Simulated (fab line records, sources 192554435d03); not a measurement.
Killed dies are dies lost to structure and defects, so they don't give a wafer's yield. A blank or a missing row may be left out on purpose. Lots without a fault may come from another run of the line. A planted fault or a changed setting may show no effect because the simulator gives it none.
Which tool did it? | flow n5_finfet | 7 lots, 21 wafers sampled, at 1 step of a route of 1938

WHAT THE GAUGES READ, wafer by wafer
N5_BEOL_M2_OVL_MEAS_12.
lot  | measured     | on         | M2_OVL (nm)
L633 | day 6 18:58  | overlay-01 | 0.9 0.9 0.6
L635 | day 7 11:24  | overlay-02 | 1.2 0.5 0.2
L638 | day 8 11:08  | overlay-01 | -0.5 0.5 0.3
L644 | day 9 20:10  | overlay-02 | -0.1 1.1 0.5
L646 | day 10 05:40 | overlay-02 | 0.8 -0.2 0.6
L648 | day 10 20:21 | overlay-01 | -0.7 -0.5 0.9
L651 | day 11 12:51 | overlay-02 | 0.3 -0.5 -0.1

WHICH TOOL RAN EACH LOT (tool, then ch and the chambers of the sampled wafers, then the start)
The record holds no process step before these readings.

THE ANSWER, worked out from the rows above alone
Rule: what is usual is taken from the lots themselves. Put in order of their means at a reading, lots are off if they are a third of the lots or fewer, leave a main group of 4 or more, and stand apart from it by a gap of 3 or more times the standard deviation of the main group's means; of several such gaps the widest counts. A main group whose means are all the same, to the digits that the tables above print for the reading, isn't used. A lot without any number at a reading at which 4 lots or more have one is off too. The other lots that the step has rows for count as sound.
No lot is off at any reading shown: from this, nothing can be told.

WHAT THE SIMULATOR HAD PUT IN
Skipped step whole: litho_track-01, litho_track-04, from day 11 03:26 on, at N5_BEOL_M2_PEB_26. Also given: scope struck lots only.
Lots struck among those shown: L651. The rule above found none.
